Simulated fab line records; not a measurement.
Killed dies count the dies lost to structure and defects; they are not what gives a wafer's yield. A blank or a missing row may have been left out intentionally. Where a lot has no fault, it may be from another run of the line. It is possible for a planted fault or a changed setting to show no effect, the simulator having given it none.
fab line records -- flow n5-finfet
record: lots: 24, wafers: 72, last-day: 17
route steps=1938 shown BEOL_M2@929 BEOL_M3@953
lots untouched by any fault: they come from a run of this same line in which no faults occurred
start-h: hours from the record's first day to the start of the lot's first wafer shown -- wait-h: time in hours since the lot's previous step -- " as in the row above -- L1.1+2: a single row standing in for several wafers -- - no value, or no start given -- * or withheld: withheld -- < > ~ a bound
route shown NAME@n: NAME is a module with steps in the file, n the number in the route of the first one -- usual: mean and standard deviation over wafers with no fault -- same: alike in all rows -- chamber/n: place in a boat -- sites: each site's reading -- _std_site: how widely they spread, as a standard deviation -- _edge_site: inner sites' mean taken away from outer sites' mean -- radius-mm: how far each site lies from the wafer's centre -- mask NAME#n: copy n -- behind: the last tool/chamber to shape the wafer -- hold: what put the lot on hold/how long, in hours/how the hold closed -- device: the transistor (n, p or np) that didn't switch -- end of line: tests run on the same wafers once the route is complete -- step lacking rows: just its recipe -- killed: dies lost to structure and defects at the first sort, not the wafer's yield -- map: a wafer's dies, marking killed ones x, the rest . and places with no die _
set.NAME: the setting that was run; set.NAME@STEP: the one run at that earlier step -- model.NAME: the simulator's own value behind a step, which no gauge read
steps of the route over a sample of lots; a table a step, a row a wafer
services: from which hour (start-h, from the record's first day; less than 0 if before it) a tool's chamber was out of use, for how many hours, and why
== steps ==
step: N5_BEOL_M2_RS_MEAS_58
recipe: thk-meas-gauge: four-point-probe, reads: Co_of_BEOL_M2_CO_CAP_55+Cu_of_BEOL_M2_ECD_50+Co_of_BEOL_M2_CVD_47+TaN_of_BEOL_M2_ALD_84
usual: M2_RS: 0.68/0.044
lot.wafer,tool,chamber,start-h,wait-h,M2_RS[ohm/sq]
L076.3,film-metro-02,-,149.72,0.1,0.66
L076.5,film-metro-02,-,149.72,0.1,0.64
L076.6,film-metro-02,-,149.72,0.1,0.68
L074.2,film-metro-02,-,151.08,0.1,0.66
L074.4,film-metro-02,-,151.08,0.1,0.74
L074.5,film-metro-02,-,151.08,0.1,0.68
L075.1,film-metro-01,-,152.85,0.0,0.69
L075.2,film-metro-01,-,152.85,0.0,0.73
L075.5,film-metro-01,-,152.85,0.0,0.67
L077.2,film-metro-01,-,163.14,0.1,0.56
L077.3,film-metro-01,-,163.14,0.1,0.62
L077.4,film-metro-01,-,163.14,0.1,0.66
L078.2,film-metro-01,-,167.81,0.1,0.64
L078.3,film-metro-01,-,167.81,0.1,0.60
L078.4,film-metro-01,-,167.81,0.1,0.69
L079.2,film-metro-01,-,170.46,0.1,0.70
L079.3,film-metro-01,-,170.46,0.1,0.58
L079.6,film-metro-01,-,170.46,0.1,0.57
L080.3,film-metro-01,-,183.64,0.1,0.67
L080.4,film-metro-01,-,183.64,0.1,0.64
L080.6,film-metro-01,-,183.64,0.1,0.63
L081.3,film-metro-02,-,191.60,0.1,0.63
L081.4,film-metro-02,-,191.60,0.1,0.76
L081.6,film-metro-02,-,191.60,0.1,0.66
L082.1,film-metro-01,-,193.24,0.0,0.70
L082.2,film-metro-01,-,193.24,0.0,0.64
L082.3,film-metro-01,-,193.24,0.0,0.68
L083.2,film-metro-01,-,200.14,0.1,0.66
L083.5,film-metro-01,-,200.14,0.1,0.75
L083.6,film-metro-01,-,200.14,0.1,0.69
L084.2,film-metro-02,-,200.71,0.1,0.61
L084.3,film-metro-02,-,200.71,0.1,0.77
L084.4,film-metro-02,-,200.71,0.1,0.67
L085.1,film-metro-01,-,213.15,0.1,0.71
L085.4,film-metro-01,-,213.15,0.1,0.59
L085.5,film-metro-01,-,213.15,0.1,0.69
L086.1,film-metro-02,-,217.90,0.1,0.66
L086.2,film-metro-02,-,217.90,0.1,0.67
L086.6,film-metro-02,-,217.90,0.1,0.66
L088.2,film-metro-02,-,225.92,0.1,0.68
L088.5,film-metro-02,-,225.92,0.1,0.65
L088.6,film-metro-02,-,225.92,0.1,0.68
L087.1,film-metro-02,-,230.84,0.0,0.65
L087.2,film-metro-02,-,230.84,0.0,0.69
L087.4,film-metro-02,-,230.84,0.0,0.71
L089.1,film-metro-01,-,239.96,0.1,0.80
L089.4,film-metro-01,-,239.96,0.1,0.66
L089.6,film-metro-01,-,239.96,0.1,0.72
L090.1,film-metro-01,-,245.78,0.0,0.69
L090.3,film-metro-01,-,245.78,0.0,0.73
L090.5,film-metro-01,-,245.78,0.0,0.72
L091.2,film-metro-02,-,246.69,0.1,0.64
L091.4,film-metro-02,-,246.69,0.1,0.68
L091.6,film-metro-02,-,246.69,0.1,0.66
L092.2,film-metro-01,-,259.98,0.1,0.76
L092.4,film-metro-01,-,259.98,0.1,0.68
L092.6,film-metro-01,-,259.98,0.1,0.75
L093.2,film-metro-02,-,260.06,0.1,0.66
L093.3,film-metro-02,-,260.06,0.1,0.66
L093.5,film-metro-02,-,260.06,0.1,0.66
L094.1,film-metro-01,-,261.22,0.0,0.71
L094.5,film-metro-01,-,261.22,0.0,0.75
L094.6,film-metro-01,-,261.22,0.0,0.66
L095.1,film-metro-02,-,274.10,0.0,0.67
L095.2,film-metro-02,-,274.10,0.0,0.61
L095.5,film-metro-02,-,274.10,0.0,0.62
L096.2,film-metro-02,-,279.46,0.1,0.70
L096.4,film-metro-02,-,279.46,0.1,0.72
L096.6,film-metro-02,-,279.46,0.1,0.68
L097.3,film-metro-01,-,282.78,0.1,0.69
L097.5,film-metro-01,-,282.78,0.1,0.71
L097.6,film-metro-01,-,282.78,0.1,0.69
step: N5_BEOL_M2_INSPECT_59
recipe: inspect-instrument: darkfield, mode: post-dep
usual: raw-defect-count: 68/22
lot.wafer,tool,chamber,start-h,wait-h,raw-defect-count
L076.3,defect-inspect-02,-,149.75,0.0,33
L076.5,defect-inspect-02,-,149.75,0.0,72
L076.6,defect-inspect-02,-,149.75,0.0,53
L074.2,defect-inspect-02,-,151.10,0.0,31
L074.4,defect-inspect-02,-,151.10,0.0,46
L074.5,defect-inspect-02,-,151.10,0.0,45
L075.1,defect-inspect-02,-,152.87,0.0,65
L075.2,defect-inspect-02,-,152.87,0.0,62
L075.5,defect-inspect-02,-,152.87,0.0,84
L077.2,defect-inspect-01,-,163.17,0.0,40
L077.3,defect-inspect-01,-,163.17,0.0,59
L077.4,defect-inspect-01,-,163.17,0.0,54
L078.2,defect-inspect-01,-,167.84,0.0,65
L078.3,defect-inspect-01,-,167.84,0.0,45
L078.4,defect-inspect-01,-,167.84,0.0,52
L079.2,defect-inspect-01,-,170.49,0.0,35
L079.3,defect-inspect-01,-,170.49,0.0,37
L079.6,defect-inspect-01,-,170.49,0.0,37
L080.3,defect-inspect-01,-,183.67,0.0,90
L080.4,defect-inspect-01,-,183.67,0.0,116
L080.6,defect-inspect-01,-,183.67,0.0,66
L081.3,defect-inspect-02,-,191.63,0.0,83
L081.4,defect-inspect-02,-,191.63,0.0,41
L081.6,defect-inspect-02,-,191.63,0.0,84
L082.1,defect-inspect-01,-,193.27,0.0,90
L082.2,defect-inspect-01,-,193.27,0.0,57
L082.3,defect-inspect-01,-,193.27,0.0,85
L083.2,defect-inspect-01,-,200.16,0.0,79
L083.5,defect-inspect-01,-,200.16,0.0,78
L083.6,defect-inspect-01,-,200.16,0.0,119
L084.2,defect-inspect-01,-,200.74,0.0,76
L084.3,defect-inspect-01,-,200.74,0.0,67
L084.4,defect-inspect-01,-,200.74,0.0,110
L085.1,defect-inspect-01,-,213.17,0.0,90
L085.4,defect-inspect-01,-,213.17,0.0,95
L085.5,defect-inspect-01,-,213.17,0.0,98
L086.1,defect-inspect-01,-,217.92,0.0,49
L086.2,defect-inspect-01,-,217.92,0.0,41
L086.6,defect-inspect-01,-,217.92,0.0,69
L088.2,defect-inspect-02,-,225.95,0.0,89
L088.5,defect-inspect-02,-,225.95,0.0,90
L088.6,defect-inspect-02,-,225.95,0.0,82
L087.1,defect-inspect-02,-,230.87,0.0,55
L087.2,defect-inspect-02,-,230.87,0.0,103
L087.4,defect-inspect-02,-,230.87,0.0,82
L089.1,defect-inspect-02,-,239.99,0.0,88
L089.4,defect-inspect-02,-,239.99,0.0,51
L089.6,defect-inspect-02,-,239.99,0.0,70
L090.1,defect-inspect-02,-,245.81,0.0,60
L090.3,defect-inspect-02,-,245.81,0.0,57
L090.5,defect-inspect-02,-,245.81,0.0,49
L091.2,defect-inspect-01,-,246.72,0.0,70
L091.4,defect-inspect-01,-,246.72,0.0,59
L091.6,defect-inspect-01,-,246.72,0.0,44
L092.2,defect-inspect-02,-,260.01,0.0,74
L092.4,defect-inspect-02,-,260.01,0.0,101
L092.6,defect-inspect-02,-,260.01,0.0,77
L093.2,defect-inspect-01,-,260.08,0.0,34
L093.3,defect-inspect-01,-,260.08,0.0,39
L093.5,defect-inspect-01,-,260.08,0.0,43
L094.1,defect-inspect-01,-,261.24,0.0,79
L094.5,defect-inspect-01,-,261.24,0.0,82
L094.6,defect-inspect-01,-,261.24,0.0,86
L095.1,defect-inspect-02,-,274.12,0.0,107
L095.2,defect-inspect-02,-,274.12,0.0,65
L095.5,defect-inspect-02,-,274.12,0.0,113
L096.2,defect-inspect-01,-,279.48,0.0,78
L096.4,defect-inspect-01,-,279.48,0.0,71
L096.6,defect-inspect-01,-,279.48,0.0,73
L097.3,defect-inspect-01,-,282.81,0.0,72
L097.5,defect-inspect-01,-,282.81,0.0,37
L097.6,defect-inspect-01,-,282.81,0.0,48
step: N5_BEOL_M3_STRIP_66
recipe: chemistry: CF4, resist: SiARC, power-w: 300, bias-power-w: 75, pressure-mtorr: 50, cf4-flow-sccm: 150, rf-frequency-hz: 6e+07
usual: bias-power-w: 74.96/0.24, drypump-motor-current-A: 5.9/0.47, oes-product-au: 0.80/0.09, rf-vpp-V: 271.2/1.4, showerhead-plenum-p-Torr: 1.80/0.047, throttle-valve-pct: 13.6/0.32
lot.wafer,tool,chamber,start-h,wait-h,bias-power-w,drypump-motor-current-A,oes-product-au,rf-hours-counter-h,rf-vpp-V,showerhead-plenum-p-Torr,throttle-valve-pct
L076.3,rie-diel-02,3,152.48,0.0,74.42,5.2,0.85,40,271.0,1.76,13.4
L076.5,rie-diel-02,2,152.48,0.0,74.96,6.1,0.69,-,270.3,1.77,14.0
L076.6,rie-diel-02,3,152.48,0.0,74.40,5.3,0.85,-,269.9,1.76,13.4
L074.2,rie-diel-03,3,152.78,0.0,74.51,5.7,0.68,205,274.2,1.86,13.9
L074.4,rie-diel-03,3,152.78,0.0,74.69,5.7,0.70,-,271.9,1.86,13.9
L074.5,rie-diel-03,1,152.78,0.0,75.11,5.7,0.75,-,269.0,1.75,14.0
L075.1,rie-diel-06,2,154.77,0.0,74.62,5.3,0.76,153,271.0,1.82,14.0
L075.2,rie-diel-06,1,154.77,0.0,74.81,5.4,0.96,1,271.7,1.77,13.3
L075.5,rie-diel-06,2,154.77,0.0,74.83,5.4,0.76,-,270.2,1.82,14.0
L077.2,rie-diel-06,2,164.25,0.0,74.91,5.4,0.77,157,270.8,1.82,14.0
L077.3,rie-diel-06,3,164.25,0.0,75.18,5.4,0.88,31,273.6,1.89,13.2
L077.4,rie-diel-06,0,164.25,0.0,74.82,6.1,0.82,75,272.6,1.82,13.7
L078.2,rie-diel-02,0,170.41,0.0,74.68,6.3,0.69,208,272.6,1.87,13.6
L078.3,rie-diel-02,2,170.41,0.0,74.83,6.1,0.69,250,270.1,1.77,14.0
L078.4,rie-diel-02,3,170.41,0.0,74.65,5.2,0.84,47,270.6,1.76,13.4
L079.2,rie-diel-02,3,171.68,0.0,75.28,5.3,0.85,48,271.6,1.76,13.4
L079.3,rie-diel-02,2,171.68,0.0,74.49,6.1,0.69,250,270.6,1.77,14.0
L079.6,rie-diel-02,0,171.68,0.0,75.13,6.3,0.69,-,272.6,1.87,13.6
L080.3,rie-diel-06,0,186.42,0.0,74.97,6.1,0.81,81,271.2,1.82,13.7
L080.4,rie-diel-06,2,186.42,0.0,74.92,5.3,0.76,163,269.8,1.82,14.0
L080.6,rie-diel-06,2,186.42,0.0,74.78,5.4,0.75,-,270.1,1.82,14.0
L081.3,rie-diel-02,2,193.94,0.0,75.16,6.1,0.99,0,270.1,1.77,13.4
L081.4,rie-diel-02,0,193.94,0.0,74.90,6.2,0.68,217,272.8,1.87,13.6
L081.6,rie-diel-02,2,193.94,0.0,75.27,6.1,0.98,-,269.9,1.77,13.4
L082.1,rie-diel-06,3,194.72,0.0,75.23,5.4,0.87,40,273.7,1.88,13.2
L082.2,rie-diel-06,1,194.72,0.0,75.12,5.5,0.91,14,271.1,1.77,13.3
L082.3,rie-diel-06,2,194.72,0.0,74.78,5.4,0.75,167,270.3,1.82,14.0
L083.2,rie-diel-03,2,203.33,0.0,74.74,6.6,0.91,19,272.0,1.83,13.3
L083.5,rie-diel-03,3,203.33,0.0,75.15,5.7,0.68,-,274.4,1.85,13.9
L083.6,rie-diel-03,2,203.33,0.0,74.88,6.6,0.91,-,272.2,1.83,13.3
L084.2,rie-diel-03,0,203.55,0.0,74.62,6.2,0.95,10,270.8,1.74,12.9
L084.3,rie-diel-03,3,203.55,0.0,74.73,5.7,0.68,224,271.0,1.85,13.9
L084.4,rie-diel-03,1,203.55,0.0,75.02,5.7,0.73,183,270.6,1.74,14.0
L085.1,rie-diel-06,1,214.32,0.0,75.00,5.5,0.89,20,269.0,1.77,13.3
L085.4,rie-diel-06,3,214.32,0.0,74.69,5.4,0.86,45,273.8,1.88,13.2
L085.5,rie-diel-06,0,214.32,0.0,75.08,6.1,0.80,-,271.3,1.82,13.7
L086.1,rie-diel-02,2,219.11,0.0,74.56,6.2,0.95,7,270.7,1.77,13.4
L086.2,rie-diel-02,1,219.11,0.0,74.69,6.6,0.79,104,271.3,1.82,13.5
L086.6,rie-diel-02,1,219.11,0.0,74.76,6.6,0.79,-,271.3,1.81,13.4
L088.2,rie-diel-02,0,227.56,0.0,75.10,6.3,0.68,227,273.6,1.86,13.6
L088.5,rie-diel-02,2,227.56,0.0,74.98,6.1,0.94,-,271.0,1.77,13.4
L088.6,rie-diel-02,3,227.56,0.0,75.00,5.3,0.81,-,271.1,1.76,13.4
L087.1,rie-diel-03,0,232.88,0.0,74.63,6.2,0.92,18,270.9,1.73,13.0
L087.2,rie-diel-03,3,232.88,0.0,74.96,5.7,0.68,232,272.6,1.85,13.9
L087.4,rie-diel-03,2,232.88,0.0,75.12,6.6,0.90,27,272.0,1.82,13.3
L089.1,rie-diel-06,2,241.53,0.0,75.07,5.4,0.74,180,273.0,1.82,14.1
L089.4,rie-diel-06,0,241.53,0.0,74.86,6.0,0.79,97,269.1,1.81,13.8
L089.6,rie-diel-06,0,241.53,0.0,74.79,6.0,0.80,-,270.9,1.81,13.7
L090.1,rie-diel-02,2,248.75,0.0,74.90,6.1,0.91,16,270.1,1.77,13.4
L090.3,rie-diel-02,0,248.75,0.0,75.13,6.2,0.67,233,270.8,1.86,13.6
L090.5,rie-diel-02,0,248.75,0.0,75.07,6.3,0.67,-,273.4,1.86,13.6
L091.2,rie-diel-03,3,248.93,0.0,74.92,5.7,0.67,237,272.1,1.85,13.9
L091.4,rie-diel-03,0,248.93,0.0,74.90,6.2,0.92,22,270.6,1.73,13.0
L091.6,rie-diel-03,1,248.93,0.0,74.83,5.7,0.72,-,269.8,1.74,14.1
L092.2,rie-diel-02,0,260.92,0.0,74.79,6.2,0.66,236,272.2,1.86,13.6
L092.4,rie-diel-02,3,260.92,0.0,75.16,5.3,0.80,78,270.8,1.75,13.4
L092.6,rie-diel-02,3,260.92,0.0,74.94,5.3,0.80,-,270.1,1.75,13.4
L093.2,rie-diel-03,2,261.14,0.0,74.64,6.6,0.88,36,272.6,1.82,13.4
L093.3,rie-diel-03,1,261.14,0.0,75.10,5.7,0.72,200,269.8,1.74,14.1
L093.5,rie-diel-03,3,261.14,0.0,74.80,5.7,0.67,-,271.1,1.85,13.9
L094.1,rie-diel-02,1,263.87,0.0,75.07,6.7,0.78,116,271.9,1.81,13.5
L094.5,rie-diel-02,1,263.87,0.0,75.33,6.6,0.77,-,270.2,1.81,13.5
L094.6,rie-diel-02,0,263.87,0.0,75.16,6.3,0.67,-,272.8,1.86,13.6
L095.1,rie-diel-03,0,275.79,0.0,74.64,6.2,0.89,31,271.1,1.73,13.0
L095.2,rie-diel-03,1,275.79,0.0,74.69,5.7,0.72,205,268.2,1.74,14.1
L095.5,rie-diel-03,0,275.79,0.0,74.98,6.2,0.90,-,270.9,1.73,13.0
L096.2,rie-diel-03,2,281.74,0.0,75.11,6.6,0.87,43,271.5,1.82,13.4
L096.4,rie-diel-03,0,281.74,0.0,75.07,6.2,0.90,33,269.6,1.73,13.0
L096.6,rie-diel-03,2,281.74,0.0,75.14,6.6,0.87,-,270.9,1.82,13.4
L097.3,rie-diel-06,1,284.86,0.0,74.75,5.5,0.86,39,270.9,1.76,13.4
L097.5,rie-diel-06,0,284.86,0.0,75.03,6.1,0.78,-,271.3,1.81,13.8
L097.6,rie-diel-06,3,284.86,0.0,74.84,5.4,0.83,-,273.0,1.88,13.3
step: N5_BEOL_M3_CD_MEAS_35
recipe: target-cd-nm: 18, target-cd-y-nm: 21, polarity: opening
usual: cd-nm: 17.7/0.43
lot.wafer,tool,chamber,start-h,wait-h,cd-nm
L076.3,cd-sem-02,-,154.81,0.0,18.4
L076.5,cd-sem-02,-,154.81,0.0,17.7
L076.6,cd-sem-02,-,154.81,0.0,18.6
L074.2,cd-sem-02,-,154.85,0.0,17.3
L074.4,cd-sem-02,-,154.85,0.0,17.2
L074.5,cd-sem-02,-,154.85,0.0,17.4
L075.1,cd-sem-02,-,158.39,0.0,17.7
L075.2,cd-sem-02,-,158.39,0.0,17.6
L075.5,cd-sem-02,-,158.39,0.0,17.8
L077.2,cd-sem-03,-,165.98,0.0,18.1
L077.3,cd-sem-03,-,165.98,0.0,16.9
L077.4,cd-sem-03,-,165.98,0.0,17.9
L078.2,cd-sem-02,-,173.62,0.0,18.4
L078.3,cd-sem-02,-,173.62,0.0,17.6
L078.4,cd-sem-02,-,173.62,0.0,18.5
L079.2,cd-sem-03,-,177.86,0.0,17.9
L079.3,cd-sem-03,-,177.86,0.0,18.0
L079.6,cd-sem-03,-,177.86,0.0,18.3
L080.3,cd-sem-03,-,188.52,0.0,18.2
L080.4,cd-sem-03,-,188.52,0.0,17.9
L080.6,cd-sem-03,-,188.52,0.0,18.1
L081.3,cd-sem-01,-,196.02,0.0,17.8
L081.4,cd-sem-01,-,196.02,0.0,18.1
L081.6,cd-sem-01,-,196.02,0.0,17.4
L082.1,cd-sem-03,-,197.11,0.0,17.3
L082.2,cd-sem-03,-,197.11,0.0,17.6
L082.3,cd-sem-03,-,197.11,0.0,17.8
L083.2,cd-sem-03,-,205.24,0.0,18.2
L083.5,cd-sem-03,-,205.24,0.0,17.6
L083.6,cd-sem-03,-,205.24,0.0,18.1
L084.2,cd-sem-02,-,210.05,0.0,17.0
L084.3,cd-sem-02,-,210.05,0.0,18.1
L084.4,cd-sem-02,-,210.05,0.0,17.8
L085.1,cd-sem-02,-,217.73,0.0,17.9
L085.4,cd-sem-02,-,217.73,0.0,17.2
L085.5,cd-sem-02,-,217.73,0.0,18.0
L086.1,cd-sem-03,-,227.31,0.0,17.5
L086.2,cd-sem-03,-,227.31,0.0,17.4
L086.6,cd-sem-03,-,227.31,0.0,17.3
L088.2,cd-sem-02,-,235.35,0.0,17.6
L088.5,cd-sem-02,-,235.35,0.0,17.3
L088.6,cd-sem-02,-,235.35,0.0,18.1
L087.1,cd-sem-01,-,235.43,0.0,17.3
L087.2,cd-sem-01,-,235.43,0.0,17.6
L087.4,cd-sem-01,-,235.43,0.0,17.8
L089.1,cd-sem-02,-,247.75,0.0,17.9
L089.4,cd-sem-02,-,247.75,0.0,18.3
L089.6,cd-sem-02,-,247.75,0.0,17.3
L090.1,cd-sem-01,-,251.26,0.0,17.2
L090.3,cd-sem-01,-,251.26,0.0,17.8
L090.5,cd-sem-01,-,251.26,0.0,18.0
L091.2,cd-sem-03,-,251.31,0.0,16.8
L091.4,cd-sem-03,-,251.31,0.0,17.0
L091.6,cd-sem-03,-,251.31,0.0,17.1
L092.2,cd-sem-02,-,264.55,0.0,18.0
L092.4,cd-sem-02,-,264.55,0.0,18.4
L092.6,cd-sem-02,-,264.55,0.0,17.4
L093.2,cd-sem-03,-,265.64,0.0,17.2
L093.3,cd-sem-03,-,265.64,0.0,18.2
L093.5,cd-sem-03,-,265.64,0.0,17.2
L094.1,cd-sem-02,-,270.18,0.0,16.9
L094.5,cd-sem-02,-,270.18,0.0,17.4
L094.6,cd-sem-02,-,270.18,0.0,17.4
L095.1,cd-sem-01,-,278.70,0.0,16.6
L095.2,cd-sem-01,-,278.70,0.0,17.9
L095.5,cd-sem-01,-,278.70,0.0,16.6
L096.2,cd-sem-03,-,288.12,0.0,17.9
L096.4,cd-sem-03,-,288.12,0.0,17.1
L096.6,cd-sem-03,-,288.12,0.0,17.8
L097.3,cd-sem-02,-,292.19,0.0,17.8
L097.5,cd-sem-02,-,292.19,0.0,17.6
L097.6,cd-sem-02,-,292.19,0.0,17.4
step: N5_BEOL_M3_ANNEAL_82
recipe: temp-c: 400, time-s: 240, ambient: vacuum
usual: heater-power-w: 810/58
lot.wafer,tool,chamber,start-h,wait-h,heater-power-w
L076.3,pvd-sputter-03,-,156.11,0.0,773
L076.5,pvd-sputter-03,-,156.11,0.0,729
L076.6,pvd-sputter-03,-,156.11,0.0,776
L074.2,pvd-sputter-02,-,157.62,0.0,911
L074.4,pvd-sputter-02,-,157.62,0.0,768
L074.5,pvd-sputter-02,-,157.62,0.0,759
L075.1,pvd-sputter-01,-,160.57,0.0,808
L075.2,pvd-sputter-01,-,160.57,0.0,873
L075.5,pvd-sputter-01,-,160.57,0.0,796
L077.2,pvd-sputter-02,-,169.22,0.0,762
L077.3,pvd-sputter-02,-,169.22,0.0,862
L077.4,pvd-sputter-02,-,169.22,0.0,786
L078.2,pvd-sputter-01,-,175.38,0.0,801
L078.3,pvd-sputter-01,-,175.38,0.0,885
L078.4,pvd-sputter-01,-,175.38,0.0,882
L079.2,pvd-sputter-02,-,179.36,0.0,836
L079.3,pvd-sputter-02,-,179.36,0.0,758
L079.6,pvd-sputter-02,-,179.36,0.0,757
L080.3,pvd-sputter-02,-,190.96,0.0,792
L080.4,pvd-sputter-02,-,190.96,0.0,870
L080.6,pvd-sputter-02,-,190.96,0.0,767
L081.3,pvd-sputter-03,-,197.88,0.0,715
L081.4,pvd-sputter-03,-,197.88,0.0,785
L081.6,pvd-sputter-03,-,197.88,0.0,767
L082.1,pvd-sputter-02,-,198.88,0.0,784
L082.2,pvd-sputter-02,-,198.88,0.0,750
L082.3,pvd-sputter-02,-,198.88,0.0,891
L083.2,pvd-sputter-02,-,209.30,0.0,866
L083.5,pvd-sputter-02,-,209.30,0.0,757
L083.6,pvd-sputter-02,-,209.30,0.0,867
L084.2,pvd-sputter-01,-,211.49,0.0,830
L084.3,pvd-sputter-01,-,211.49,0.0,814
L084.4,pvd-sputter-01,-,211.49,0.0,887
L085.1,pvd-sputter-03,-,220.69,0.0,711
L085.4,pvd-sputter-03,-,220.69,0.0,781
L085.5,pvd-sputter-03,-,220.69,0.0,760
L086.1,pvd-sputter-03,-,230.40,0.0,757
L086.2,pvd-sputter-03,-,230.40,0.0,799
L086.6,pvd-sputter-03,-,230.40,0.0,804
L088.2,pvd-sputter-01,-,236.87,0.0,821
L088.5,pvd-sputter-01,-,236.87,0.0,871
L088.6,pvd-sputter-01,-,236.87,0.0,812
L087.1,pvd-sputter-03,-,239.27,0.0,794
L087.2,pvd-sputter-03,-,239.27,0.0,800
L087.4,pvd-sputter-03,-,239.27,0.0,776
L089.1,pvd-sputter-02,-,249.73,0.0,917
L089.4,pvd-sputter-02,-,249.73,0.0,752
L089.6,pvd-sputter-02,-,249.73,0.0,944
L090.1,pvd-sputter-01,-,252.87,0.0,854
L090.3,pvd-sputter-01,-,252.87,0.0,869
L090.5,pvd-sputter-01,-,252.87,0.0,823
L091.2,pvd-sputter-03,-,253.10,0.0,771
L091.4,pvd-sputter-03,-,253.10,0.0,764
L091.6,pvd-sputter-03,-,253.10,0.0,781
L092.2,pvd-sputter-01,-,266.27,0.0,870
L092.4,pvd-sputter-01,-,266.27,0.0,880
L092.6,pvd-sputter-01,-,266.27,0.0,857
L093.2,pvd-sputter-02,-,267.75,0.0,919
L093.3,pvd-sputter-02,-,267.75,0.0,781
L093.5,pvd-sputter-02,-,267.75,0.0,927
L094.1,pvd-sputter-03,-,271.81,0.0,733
L094.5,pvd-sputter-03,-,271.81,0.0,772
L094.6,pvd-sputter-03,-,271.81,0.0,785
L095.1,pvd-sputter-02,-,280.33,0.0,859
L095.2,pvd-sputter-02,-,280.33,0.0,917
L095.5,pvd-sputter-02,-,280.33,0.0,844
L096.2,pvd-sputter-03,-,290.12,0.0,724
L096.4,pvd-sputter-03,-,290.12,0.0,795
L096.6,pvd-sputter-03,-,290.12,0.0,814
L097.3,pvd-sputter-02,-,294.93,0.0,927
L097.5,pvd-sputter-02,-,294.93,0.0,776
L097.6,pvd-sputter-02,-,294.93,0.0,783
step: N5_BEOL_M3_ANNEAL_87
recipe: temp-c: 400, time-s: 240, ambient: vacuum
usual: heater-power-w: 811/59
lot.wafer,tool,chamber,start-h,wait-h,heater-power-w
L076.3,pvd-sputter-03,-,156.33,0.0,764
L076.5,pvd-sputter-03,-,156.33,0.0,687
L076.6,pvd-sputter-03,-,156.33,0.0,794
L074.2,pvd-sputter-02,-,157.84,0.0,915
L074.4,pvd-sputter-02,-,157.84,0.0,767
L074.5,pvd-sputter-02,-,157.84,0.0,770
L075.1,pvd-sputter-01,-,160.79,0.0,823
L075.2,pvd-sputter-01,-,160.79,0.0,886
L075.5,pvd-sputter-01,-,160.79,0.0,804
L077.2,pvd-sputter-02,-,169.44,0.0,755
L077.3,pvd-sputter-02,-,169.44,0.0,853
L077.4,pvd-sputter-02,-,169.44,0.0,789
L078.2,pvd-sputter-01,-,175.60,0.0,824
L078.3,pvd-sputter-01,-,175.60,0.0,880
L078.4,pvd-sputter-01,-,175.60,0.0,841
L079.2,pvd-sputter-02,-,179.58,0.0,856
L079.3,pvd-sputter-02,-,179.58,0.0,757
L079.6,pvd-sputter-02,-,179.58,0.0,759
L080.3,pvd-sputter-02,-,191.18,0.0,790
L080.4,pvd-sputter-02,-,191.18,0.0,890
L080.6,pvd-sputter-02,-,191.18,0.0,748
L081.3,pvd-sputter-03,-,198.10,0.0,715
L081.4,pvd-sputter-03,-,198.10,0.0,803
L081.6,pvd-sputter-03,-,198.10,0.0,783
L082.1,pvd-sputter-02,-,199.10,0.0,760
L082.2,pvd-sputter-02,-,199.10,0.0,765
L082.3,pvd-sputter-02,-,199.10,0.0,922
L083.2,pvd-sputter-02,-,209.52,0.0,877
L083.5,pvd-sputter-02,-,209.52,0.0,777
L083.6,pvd-sputter-02,-,209.52,0.0,857
L084.2,pvd-sputter-01,-,211.71,0.0,825
L084.3,pvd-sputter-01,-,211.71,0.0,846
L084.4,pvd-sputter-01,-,211.71,0.0,887
L085.1,pvd-sputter-03,-,220.91,0.0,716
L085.4,pvd-sputter-03,-,220.91,0.0,782
L085.5,pvd-sputter-03,-,220.91,0.0,766
L086.1,pvd-sputter-03,-,230.62,0.0,769
L086.2,pvd-sputter-03,-,230.62,0.0,806
L086.6,pvd-sputter-03,-,230.62,0.0,811
L088.2,pvd-sputter-01,-,237.09,0.0,812
L088.5,pvd-sputter-01,-,237.09,0.0,869
L088.6,pvd-sputter-01,-,237.09,0.0,794
L087.1,pvd-sputter-03,-,239.49,0.0,792
L087.2,pvd-sputter-03,-,239.49,0.0,789
L087.4,pvd-sputter-03,-,239.49,0.0,772
L089.1,pvd-sputter-02,-,249.95,0.0,919
L089.4,pvd-sputter-02,-,249.95,0.0,786
L089.6,pvd-sputter-02,-,249.95,0.0,937
L090.1,pvd-sputter-01,-,253.09,0.0,862
L090.3,pvd-sputter-01,-,253.09,0.0,895
L090.5,pvd-sputter-01,-,253.09,0.0,782
L091.2,pvd-sputter-03,-,253.32,0.0,774
L091.4,pvd-sputter-03,-,253.32,0.0,752
L091.6,pvd-sputter-03,-,253.32,0.0,766
L092.2,pvd-sputter-01,-,266.49,0.0,871
L092.4,pvd-sputter-01,-,266.49,0.0,848
L092.6,pvd-sputter-01,-,266.49,0.0,829
L093.2,pvd-sputter-02,-,267.97,0.0,932
L093.3,pvd-sputter-02,-,267.97,0.0,732
L093.5,pvd-sputter-02,-,267.97,0.0,928
L094.1,pvd-sputter-03,-,272.03,0.0,712
L094.5,pvd-sputter-03,-,272.03,0.0,772
L094.6,pvd-sputter-03,-,272.03,0.0,795
L095.1,pvd-sputter-02,-,280.55,0.0,861
L095.2,pvd-sputter-02,-,280.55,0.0,937
L095.5,pvd-sputter-02,-,280.55,0.0,874
L096.2,pvd-sputter-03,-,290.34,0.0,721
L096.4,pvd-sputter-03,-,290.34,0.0,824
L096.6,pvd-sputter-03,-,290.34,0.0,813
L097.3,pvd-sputter-02,-,295.15,0.0,920
L097.5,pvd-sputter-02,-,295.15,0.0,781
L097.6,pvd-sputter-02,-,295.15,0.0,764
== services ==
tool,chamber,start-h,hours,kind
rie-diel-06,1,129.08,-,clean
rie-diel-06,1,129.08,-,consumable-replace:focus-ring
rie-diel-06,1,129.08,22.8,scheduled-down
rie-diel-06,1,129.08,22.8,vent-cycle
rie-diel-03,2,135.89,-,clean
rie-diel-03,2,135.89,-,consumable-replace:focus-ring
rie-diel-03,2,135.89,17.7,scheduled-down
rie-diel-03,2,135.89,17.7,vent-cycle
rie-diel-02,-,142.37,0.3,repair
rie-diel-03,0,154.19,-,clean
rie-diel-03,0,154.19,-,consumable-replace:focus-ring
rie-diel-03,0,154.19,17.6,scheduled-down
rie-diel-03,0,154.19,17.6,vent-cycle
rie-diel-02,2,172.46,-,clean
rie-diel-02,2,172.46,-,consumable-replace:focus-ring
rie-diel-02,2,172.46,20.7,scheduled-down
rie-diel-02,2,172.46,20.7,vent-cycle
rie-diel-06,1,268.83,5.7,repair
rie-diel-03,0,288.35,3.7,repair
== key ==
fault none
